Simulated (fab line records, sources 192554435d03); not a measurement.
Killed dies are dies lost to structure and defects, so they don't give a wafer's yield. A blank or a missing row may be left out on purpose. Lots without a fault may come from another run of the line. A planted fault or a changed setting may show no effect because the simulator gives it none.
Chamber matching | flow n5_finfet | N5_BEOL_M1_ETCH_70 on rie_diel-02: 4 sister chambers
The step etches SOC in N2/H2, target depth 80 nm, overetch 16 nm, time 120 s. 7 wafers are shown with their chamber, then 8 later ones without.

WAFERS WITH THEIR CHAMBER
wafer  | chamber | drypump_motor_current_A (A) | oes_product_au (a.u.)
L076.3 | 1       | 6.0                         | 0.56
L084.4 | 0       | 5.4                         | 0.72
L086.2 | 2       | 5.5                         | 0.54
L089.2 | 1       | 6.1                         | 0.55
L089.3 | 2       | 5.5                         | 0.53
L089.5 | 3       | 5.7                         | 0.54
L092.1 | 3       | 5.7                         | 0.54

WAFERS WITHOUT THEIR CHAMBER
wafer  | drypump_motor_current_A (A) | oes_product_au (a.u.)
L092.2 | 6.0                         | 0.54
L092.4 | 5.4                         | 0.70
L091.2 | 5.7                         | 0.54
L091.5 | 6.0                         | 0.54
L091.6 | 5.4                         | 0.71
L093.2 | 5.4                         | 0.70
L093.4 | 5.7                         | 0.53
L093.6 | 5.5                         | 0.69

WHICH CHAMBER EACH WENT THROUGH
wafer  | from the rows above | in truth
L092.2 | 1                   | 1
L092.4 | 0                   | 0
L091.2 | 3                   | 3
L091.5 | 1                   | 1
L091.6 | 0                   | 0
L093.2 | 0                   | 0
L093.4 | 3                   | 3
L093.6 | 0                   | 0
Placed correctly: 8 of 8. Can't be placed from these rows: 0. Placed wrongly: 0.
How it was worked out, from the rows above alone: a wafer's distance from a chamber is the root of the sum, over the readings, of the square of ((its reading less the chamber's mean) divided by the reading's scatter). The wafer belongs to the nearest chamber; if the next one is less than 2 further off, it can't be placed. A chamber's mean is the mean of its shown wafers. The scatter: the root of (the sum of the squares of (reading less its chamber's mean) over the shown wafers, divided by (wafers less chambers)).
